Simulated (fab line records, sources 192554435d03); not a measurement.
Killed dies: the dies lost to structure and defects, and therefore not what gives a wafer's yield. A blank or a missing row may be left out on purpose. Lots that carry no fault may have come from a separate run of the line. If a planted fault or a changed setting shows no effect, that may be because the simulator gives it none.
Comparing a struck lot with a sound one | flow n5-finfet | 17 steps out of a route of 1938
Sound: these wafers, L597.1, L597.5, L597.6. The struck wafers were L590.3, L590.4, L590.6. Last of all comes the cause.
For every step that has rows: the tool of each side, followed by ch and its chambers, followed by its first start. Under that, the readings that differ: sound wafers | struck wafers | difference of the means | sigmas: that difference in standard deviations of wafers without a fault.
alike: readings whose means differ by less than 2 such deviations, and words and numbers that are the same on both sides. not compared: withheld readings, readings that some wafer has no value for, bounds like >300 that may hide the same value, and numbers for which the record gives no deviation and whose values overlap.
Wherever a step has rows on one side only, a row that says differs or no value, or a row with sigmas, the two part there. Non-overlapping numbers with no deviation appear without sigmas and do not part them. A reading missing from all wafers of one side parts the sides only when that side holds two or more wafers.

N5_PMOS_HMC_CHANNEL_EPI_HM_DEP_34: deposits SiO2 from TEOS/O2, target thk 36 nm, time 6.9 s.
  sound on pecvd-04 ch 0,1, day 6 10:43; struck on pecvd-04 ch 0,2, day 4 17:01
  alike: heater-power-w, showerhead-plenum-p-Torr, susceptor-temp-C, throttle-valve-pct
  not compared: since-wet-clean-h
then, 7 steps without rows for these wafers: N5_PMOS_HMC_CHANNEL_EPI_COAT_31 (time 60 s, resist thk 66 nm); N5_PMOS_HMC_CHANNEL_EPI_COAT_03 (resist thk 205 nm); N5_PMOS_HMC_CHANNEL_EPI_EBR_05; N5_PMOS_HMC_CHANNEL_EPI_SOFTBAKE_04 (time 60 s); N5_PMOS_HMC_CHANNEL_EPI_EXPOSE_06 (exposes mask PMOS HMC BLK, target cd 240 nm); N5_PMOS_HMC_CHANNEL_EPI_PEB_07 (peb time 60 s); N5_PMOS_HMC_CHANNEL_EPI_DEVELOP_08 (develop time 30 s).
N5_PMOS_HMC_CHANNEL_EPI_CD_MEAS_09: the cd target is 237.4 nm.
  sound on cd-sem-01 ch 0, day 6 10:59; struck on cd-sem-02 ch 0, day 4 17:17
  alike: cd-nm
N5_PMOS_HMC_CHANNEL_EPI_OVL_MEAS_10:
  sound on overlay-02 ch 0, day 6 11:01; struck on overlay-01 ch 0, day 4 17:19
  alike: PMOS_HMC_BLK_OVL
N5_PMOS_HMC_CHANNEL_EPI_INSPECT_11: inspects for defects (macro).
  sound on defect-inspect-01 at day 6 11:03; struck on defect-inspect-01 at day 4 17:20
  alike: raw-defect-count
N5_PMOS_HMC_CHANNEL_EPI_DESCUM_14: chemistry O2, time 7.9 s.
  sound on rie-diel-05 ch 0,2,3, day 6 11:05; struck on rie-diel-01 ch 0,1,3, day 4 17:40
  alike: drypump-motor-current-A, oes-product-au, rf-vpp-V, showerhead-plenum-p-Torr, throttle-valve-pct
  not compared: rf-hours-counter-h
N5_PMOS_HMC_CHANNEL_EPI_ETCH_32: etches BARC in N2/H2, stops on SiO2, target depth 85.8 nm, time 50.3 s.
  sound on rie-diel-05 ch 0,2,3, day 6 11:07; struck on rie-diel-01 ch 0,1,3, day 4 17:41
  reading                                                         | sound             | struck            | difference | sigmas
  bias-w (W)                                                      | 149.9 149.8 149.9 | 171.0 171.0 170.9 | +21.1      | +43
  rf-vpp-V (V)                                                    | 522.6 520.2 519.6 | 570.9 566.2 569.3 | +48.0      | +18
  model.CAR-ArF-block_of_PMOS_HMC_CHANNEL_EPI_COAT_03.thk-nm (nm) | 133.3 133.7 132.3 | 130.1 130 130.9   | -2.8       |
  alike: drypump-motor-current-A, h2-flow-sccm, oes-product-au, showerhead-plenum-p-Torr, throttle-valve-pct
  not compared: rf-hours-counter-h
N5_PMOS_HMC_CHANNEL_EPI_HM_OPEN_15: chemistry CHF3/O2, target SiO2, target depth 40.6 nm, time 20.3 s.
  sound on rie-diel-05 ch 0,2,3, day 6 11:10; struck on rie-diel-01 ch 0,1,3, day 4 17:44
  reading                                                         | sound             | struck            | difference | sigmas
  model.CAR-ArF-block_of_PMOS_HMC_CHANNEL_EPI_COAT_03.thk-nm (nm) | 92.73 94.31 91.41 | 89.64 89.89 90.54 | -2.79      |
  alike: bias-w, drypump-motor-current-A, oes-product-au, rf-vpp-V, showerhead-plenum-p-Torr, throttle-valve-pct
  not compared: rf-hours-counter-h
N5_PMOS_HMC_CHANNEL_EPI_STRIP_33: strips in N2/H2.
  sound on rie-diel-05 ch 0,2,3, day 6 11:13; struck on rie-diel-01 ch 0,1,3, day 4 17:47
  alike: drypump-motor-current-A, h2-flow-sccm, oes-product-au, rf-vpp-V, showerhead-plenum-p-Torr, throttle-valve-pct
  not compared: rf-hours-counter-h
-- record jumps: 6 days separate the struck wafers' starts on either side; left off in module PMOS_HMC_CHANNEL_EPI, taken up again in module BEOL_M4, whose first shown step is the route's number 1111 --
N5_BEOL_M4_RC_MEAS_101:
  sound on prober-02 ch 0, day 12 07:05; struck on prober-01 ch 0, day 10 21:02
  reading       | sound          | struck         | difference | sigmas
  ION_N (uA/um) | 657 665 665    | 688 670 682    | +18        | +2
  ION_P (uA/um) | 456 456 459    | 472 472 472    | +15        | +2
  VT_P (mV)     | -252 -250 -251 | -243 -245 -245 | +7         | +2
  alike: DIBL_N, DIBL_P, IOFF_N, IOFF_P, SS_N, SS_P, VT_N
-- record jumps: 4 days separate the struck wafers' starts on either side; left off in module BEOL_M4, taken up again in module PASSIVATION, whose first shown step is the route's number 1936 --
N5_PASSIVATION_PROBE_49:
  record: rows for the struck wafers here (prober-01, day 15 05:55), none for the sound ones

WHERE THEY PART
First at N5_PMOS_HMC_CHANNEL_EPI_ETCH_32; last, within this record, at N5_PASSIVATION_PROBE_49.

WHY: what had been put in by the simulator
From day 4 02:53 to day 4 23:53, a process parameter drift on rie-diel-01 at N5_PMOS_HMC_CHANNEL_EPI_ETCH_32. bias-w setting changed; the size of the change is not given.
